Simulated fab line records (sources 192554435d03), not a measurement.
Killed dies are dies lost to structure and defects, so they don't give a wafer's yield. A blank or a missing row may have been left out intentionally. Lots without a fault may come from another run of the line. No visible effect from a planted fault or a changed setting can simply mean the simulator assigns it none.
Comparing a struck lot with a sound one ; flow n5_finfet ; 15 steps out of a route of 1938
Sound: wafers L920.1, L920.4, L920.6. Struck: wafer L934.5. (L934.2, L934.4 of the same lot were not struck and are left out.) The cause comes at the end.
For every step that has rows: the tool of each side, followed by ch and its chambers, followed by its first start. Under that, the readings that differ: sound wafers ; struck wafers ; difference of the means ; sigmas: that difference in standard deviations of wafers without a fault.
alike: words and numbers the same on both sides, and readings whose means are apart by under 2 such deviations; not compared: readings that were withheld, readings missing a value for some wafer, numbers with overlapping values and no deviation given by the record, and bounds like >300 which may hide the same value.
A row with sigmas, a row that says differs or no value, or rows on one side alone: a step with any of these is where the two part. Numbers that don't overlap but have no deviation are shown without sigmas and don't part them. A reading missing from all wafers of one side parts the sides only when that side holds two or more wafers.

first, 4 steps without rows for these wafers: N5_BEOL_M1_SURFACE_TREAT_85; N5_BEOL_M1_CVD_47 (deposits Co from CCTBA/H2, target thk 3 nm, time 223.8 s); N5_BEOL_M1_SPUTTER_48 (material Cu, target thk 4.5 nm, time 8.29 s); N5_BEOL_M1_ANNEAL_49 (time 240 s).
N5_BEOL_M1_SPUTTER_79: material Cu, target thk 4.5 nm, time 8.29 s.
  sound on pvd_sputter-03, day 6 10:18; struck on pvd_sputter-03, day 10 03:18
  alike: chamber_pressure_pa, substrate_temp_c, throttle_valve_pct
N5_BEOL_M1_ANNEAL_80: time 240 s.
  sound on pvd_sputter-03, day 6 10:23; struck on pvd_sputter-03, day 10 03:23
  alike: heater_power_w
N5_BEOL_M1_SPUTTER_81: material Cu, target thk 4.5 nm, time 8.29 s.
  sound on pvd_sputter-03, day 6 10:31; struck on pvd_sputter-03, day 10 03:31
reading;sound;struck;difference;sigmas
substrate_temp_c (C);-20.07 -20.13 -20.12;-19.89;+0.22;+2
  alike: chamber_pressure_pa, throttle_valve_pct
then, 2 steps without rows for these wafers: N5_BEOL_M1_ANNEAL_82 (time 240 s); N5_BEOL_M1_SPUTTER_86 (material Cu, target thk 4.5 nm, time 8.29 s).
N5_BEOL_M1_ANNEAL_87: time 240 s.
  sound on pvd_sputter-03, day 6 10:49; struck on pvd_sputter-03, day 10 03:49
  alike: heater_power_w
then, 2 steps without rows for these wafers: N5_BEOL_M1_SPUTTER_88 (material Cu, target thk 4.5 nm, time 8.29 s); N5_BEOL_M1_ANNEAL_89 (time 240 s).
N5_BEOL_M1_SPUTTER_90: material Cu, target thk 4.5 nm, time 8.29 s.
  sound on pvd_sputter-03, day 6 11:11; struck on pvd_sputter-03, day 10 04:11
reading;sound;struck;difference;sigmas
chamber_pressure_pa (Pa);0.06993 0.06996 0.07018;0.06748;-0.00254;-21
  alike: substrate_temp_c, throttle_valve_pct
N5_BEOL_M1_ANNEAL_91: time 240 s.
  sound on pvd_sputter-03, day 6 11:16; struck on pvd_sputter-03, day 10 04:16
  alike: heater_power_w
-- the record jumps here: 3 days lie between the struck wafers' starts before and after (it left off in module BEOL_M1 and takes up again in module BEOL_M4, whose first step shown is number 1111 of the route) --
N5_BEOL_M4_RC_MEAS_101:
  sound on prober-02 ch 0, day 9 11:40; struck on prober-02 ch 0, day 12 20:30
reading;sound;struck;difference;sigmas
DIBL_N (mV/V);35.3 36.3 37.2;40.1;+3.8;+2
DIBL_P (mV/V);33.7 34.5 35.6;39.8;+5.2;+3
IOFF_N (nA/um);0.129 0.146 0.158;0.233;+0.089;+3
IOFF_P (nA/um);0.17 0.18 0.21;0.26;+0.07;+2
SS_P (mV/dec);72.3 72.6 72.8;74.7;+2.1;+3
  alike: ION_N, ION_P, SS_N, VT_N, VT_P

WHERE THEY PART
At N5_BEOL_M1_SPUTTER_81 first; at N5_BEOL_M4_RC_MEAS_101 last (within this record only).

WHY: what had been put in by the simulator
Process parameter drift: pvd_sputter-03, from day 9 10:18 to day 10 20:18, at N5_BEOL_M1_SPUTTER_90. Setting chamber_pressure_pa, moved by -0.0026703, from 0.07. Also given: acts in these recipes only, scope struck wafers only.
